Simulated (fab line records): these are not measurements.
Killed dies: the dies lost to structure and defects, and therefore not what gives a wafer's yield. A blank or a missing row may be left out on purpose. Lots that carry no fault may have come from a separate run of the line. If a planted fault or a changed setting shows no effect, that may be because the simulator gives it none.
Split-lot experiment | flow n5-finfet | 21 wafers read across 7 lots, on a route 1938 steps long

ABOUT THE SPLIT
At N5_BEOL_M0_SAQP_COAT_08 (resist thk 90 nm), the setting spin-rpm was moved away from the recipe's 1500 rpm on 3 of the 21 wafers read, by +5.1% to +11.1%. For the rest of the wafers, this setting stayed at what the recipe calls for.

FROM THE SPLIT TO THE READING: what the file shows between them, 4 steps
- N5_BEOL_M0_SAQP_EBR_10
- N5_BEOL_M0_SAQP_SOFTBAKE_09: time 60 s
- N5_BEOL_M0_SAQP_EXPOSE_11: exposes mask M0 CORE, target cd 42 nm
- N5_BEOL_M0_SAQP_PEB_12: peb time 60 s

THE READING
CAR-ArF_of_BEOL_M0_SAQP_COAT_08.thk-nm (the simulator's own value, which no gauge read), in nm, at N5_BEOL_M0_SAQP_DEVELOP_13 (develop time 30 s). The file gives no usual value for it. The 18 wafers here that ran the recipe average 88.4 nm, standard deviation 0.19 nm.

wafer  | tool, chamber at the split | spin-rpm as run, rpm | against the recipe | CAR-ArF_of_BEOL_M0_SAQP_COAT_08.thk-nm, nm | against lot-mates on the recipe
L079.1 | litho-track-04, 0          | 1637                 | +9.1%              | 84.4                                       | -4.2
L079.2 | litho-track-04, 0          | 1500                 | recipe             | 88.6                                       | -
L079.5 | litho-track-04, 0          | 1500                 | recipe             | 88.6                                       | -
L088.2 | litho-track-01, 0          | 1500                 | recipe             | 88.6                                       | -
L088.4 | litho-track-01, 0          | 1500                 | recipe             | 88.6                                       | -
L088.6 | litho-track-01, 0          | 1500                 | recipe             | 88.6                                       | -
L090.1 | litho-track-01, 0          | 1500                 | recipe             | 88.2                                       | -
L090.3 | litho-track-01, 0          | 1500                 | recipe             | 88.2                                       | -
L090.5 | litho-track-01, 0          | 1500                 | recipe             | 88.2                                       | -
L092.1 | litho-track-02, 0          | 1500                 | recipe             | 88.4                                       | -
L092.3 | litho-track-02, 0          | 1500                 | recipe             | 88.4                                       | -
L092.2 | litho-track-02, 0          | 1500                 | recipe             | 88.2                                       | -
L094.1 | litho-track-01, 0          | 1500                 | recipe             | 88.4                                       | -
L094.4 | litho-track-01, 0          | 1500                 | recipe             | 88.6                                       | -
L094.6 | litho-track-01, 0          | 1667                 | +11.1%             | 83.8                                       | -4.7
L095.1 | litho-track-04, 0          | 1500                 | recipe             | 88                                         | -
L095.2 | litho-track-04, 0          | 1500                 | recipe             | 88.2                                       | -
L095.6 | litho-track-04, 0          | 1500                 | recipe             | 88.2                                       | -
L096.1 | litho-track-02, 0          | 1577                 | +5.1%              | 86.4                                       | -1.9
L096.3 | litho-track-02, 0          | 1500                 | recipe             | 88.4                                       | -
L096.6 | litho-track-02, 0          | 1500                 | recipe             | 88.2                                       | -

FIT RESULTS
A straight line over all 21 wafers: CAR-ArF_of_BEOL_M0_SAQP_COAT_08.thk-nm changes by -0.416 nm for each +1% of spin-rpm; r = -0.99; the points scatter about the line by 0.19 nm.
The same after taking each lot's own level away (the mean of its wafers on the recipe; 21 wafers): -0.43 nm for each +1%; r = -1.00; scatter 0.12 nm.
That fit puts the effect of the largest move of spin-rpm on the reading at 4.8 nm.
From 88.13 to 88.60 nm: that is the span of the lots' own levels, equal to 2.4 times the standard deviation above.
Hence the lot-to-lot level has little effect on the slope; both slopes agree.
Check: with one of the wafers moved furthest among these (+11.1%) left out of the fit, the line predicts -4.88 nm for it against its lot-mates. Against them it came out at -4.7 nm.

OTHER SPLITS ON THESE WAFERS
Note: prior to the reading, these wafers also went through further splits. Each is held against what the fit with the lots' levels taken away leaves over:
other split on the same wafers      | wafers away from the commonest value | r with CAR-ArF_of_BEOL_M0_SAQP_COAT_08.thk-nm (lot level and that fit taken away)
N5_GATE_CUT_DESCUM_18 time-s        | 8                                    | -0.01
N5_MOL_CONTACT_COAG_PECVD_31 time-s | 9                                    | +0.00
N5_BEOL_M0_SAQP_PECVD_96 time-s     | 7                                    | -0.46

THE WHOLE CHAIN: every reading that the file lists as answering this split, in the file's order
step                       | what it does      | reading                                                                                 | change (the file's fit)               | r (the file's)
N5_BEOL_M0_SAQP_COAT_08    | resist thk 90 nm  | CAR-ArF_of_BEOL_M0_SAQP_COAT_08.thk-nm (the simulator's own value, which no gauge read) | -0.422 nm for each +1% of the setting | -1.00
N5_BEOL_M0_SAQP_DEVELOP_13 | develop time 30 s | CAR-ArF_of_BEOL_M0_SAQP_COAT_08.thk-nm (the simulator's own value, which no gauge read) | -0.43 nm for each +1% of the setting  | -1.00

FILE'S OWN FIT
CAR-ArF_of_BEOL_M0_SAQP_COAT_08.thk-nm changes by -0.43 nm for each +1% of spin-rpm, r = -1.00.
